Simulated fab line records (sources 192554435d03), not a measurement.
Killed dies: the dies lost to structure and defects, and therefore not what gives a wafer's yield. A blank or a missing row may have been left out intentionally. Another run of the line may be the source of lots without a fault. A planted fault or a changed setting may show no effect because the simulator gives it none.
A struck lot beside a sound one -- flow n5 finfet -- 15 out of 1938 route steps
Sound: these wafers, L678.1, L678.4, L678.6. Struck: wafer L672.5. (L672.3, L672.6 of the same lot were not struck and are left out.) The cause comes at the end.
Each step with rows lists, per side, the tool, then ch with its chambers, then its first start. Under that, the readings that differ: sound wafers -- struck wafers -- difference of the means -- sigmas: that difference in standard deviations of wafers without a fault.
alike: same words and numbers on both sides, and readings whose means sit less than 2 such deviations apart. not compared: any withheld reading, any reading some wafer has no value for, any bound like >300 that may hide the same value, and any number with overlapping values for which the record gives no deviation.
Wherever a step has rows on one side only, a row that says differs or no value, or a row with sigmas, the two part there. When numbers do not overlap yet have no deviation, they are printed without sigmas and do not part them. Lack of a reading on every wafer of one side parts them only where that side has two or more wafers.

N5_HKMG_FIN_STRIP_60: strips in N2/H2, time 360 s.
  sound on plasma asher-01 ch 0,1, day 8 04:06; struck on plasma asher-02 ch 0, day 6 17:59
reading,sound,struck,difference,sigmas
drypump motor current A (A),6.1 6.1 5.6,4.8,-1.1,-3
  alike: heater power w
  not compared: rf hours counter h
then, 2 steps without rows for these wafers: N5_HKMG_FIN_WET_ETCH_77 (etches La2O3 in dHCl, stops on HfO2, target depth 2 nm); N5_HKMG_FIN_WET_ETCH_78 (etches Al2O3 in dNH4OH, stops on La2O3, target depth 4.5 nm, rinse time 30 s).
N5_HKMG_FIN_ALD_79: deposits TiN, target thk 1.5 nm, pulse time 1 s, purge time 3 s.
  sound on ald metal-02 ch 0,2,3, day 8 04:40; struck on ald metal-01 ch 0, day 6 18:20
  alike: chamber pressure Torr, heater power w, precursor pulse height rel
  not compared: co reactant pulse time s
N5_HKMG_FIN_CVD_62: deposits a-Si from Si2H6, target thk 3 nm, time 20.8 s.
  sound on thermal cvd si-01 ch 0,1, day 8 05:02; struck on thermal cvd si-01 ch 2, day 6 18:43
  alike: chamber pressure Torr, heater power w
then, 5 steps without rows for these wafers: N5_HKMG_FIN_RTA_80 (time 2 s); N5_HKMG_FIN_PRECLEAN_64 (cleans in dHF, time 30 s); N5_HKMG_FIN_WET_ETCH_65 (etches a-Si in TMAH, stops on TiN, time 49 s, target depth 3 nm); N5_HKMG_FIN_WET_ETCH_81 (etches TiN in SC1, stops on HfO2, time 57 s, target depth 6 nm); N5_HKMG_FIN_WET_ETCH_82 (etches La2O3 in dHCl, stops on HfO2, target depth 2 nm, rinse time 30 s).
N5_HKMG_FIN_ALD_36: deposits TiN, target thk 1 nm, pulse time 1 s, purge time 3 s.
  sound on ald metal-01 ch 0,3, day 8 05:26; struck on ald metal-04 ch 1, day 6 19:07
  alike: chamber pressure Torr, heater power w, precursor pulse height rel
  not compared: co reactant pulse time s
N5_HKMG_FIN_THK_MEAS_70: measures by xrf.
  struck on film metro-01, day 6 19:24; sound on film metro-02, day 8 05:43
  alike: HK_THK
N5_HKMG_FIN_PWFM_ALD_03: deposits TiN, target thk 2 nm, pulse time 1 s, purge time 3 s.
  sound on ald metal-04 ch 0,2,3, day 8 05:45; struck on ald metal-01 ch 2, day 6 19:26
reading,sound,struck,difference,sigmas
co reactant pulse time s (s),2 2 2,1.4074,-0.5926,
  alike: chamber pressure Torr, heater power w, precursor pulse height rel
then, 1 step without rows for these wafers: N5_HKMG_FIN_COAT_29 (time 60 s, resist thk 300 nm).
-- here the record skips 4 days between the struck wafers' starts before and after, leaving off in module HKMG_FIN and picking up in module BEOL_M4 (first step shown: number 1111 of the route) --
N5_BEOL_M4_RC_MEAS_101:
  sound on prober-01 ch 0, day 12 08:23; struck on prober-02 ch 0, day 10 14:26
reading,sound,struck,difference,sigmas
ION_P (uA/um),440 477 461,480,+21,+2
  alike: DIBL_N, DIBL_P, IOFF_N, IOFF_P, ION_N, SS_N, SS_P, VT_N, VT_P

## WHERE THEY PART
Last at N5_BEOL_M4_RC_MEAS_101 as far as this record goes, first at N5_HKMG_FIN_STRIP_60.

WHY: the cause the simulator had injected
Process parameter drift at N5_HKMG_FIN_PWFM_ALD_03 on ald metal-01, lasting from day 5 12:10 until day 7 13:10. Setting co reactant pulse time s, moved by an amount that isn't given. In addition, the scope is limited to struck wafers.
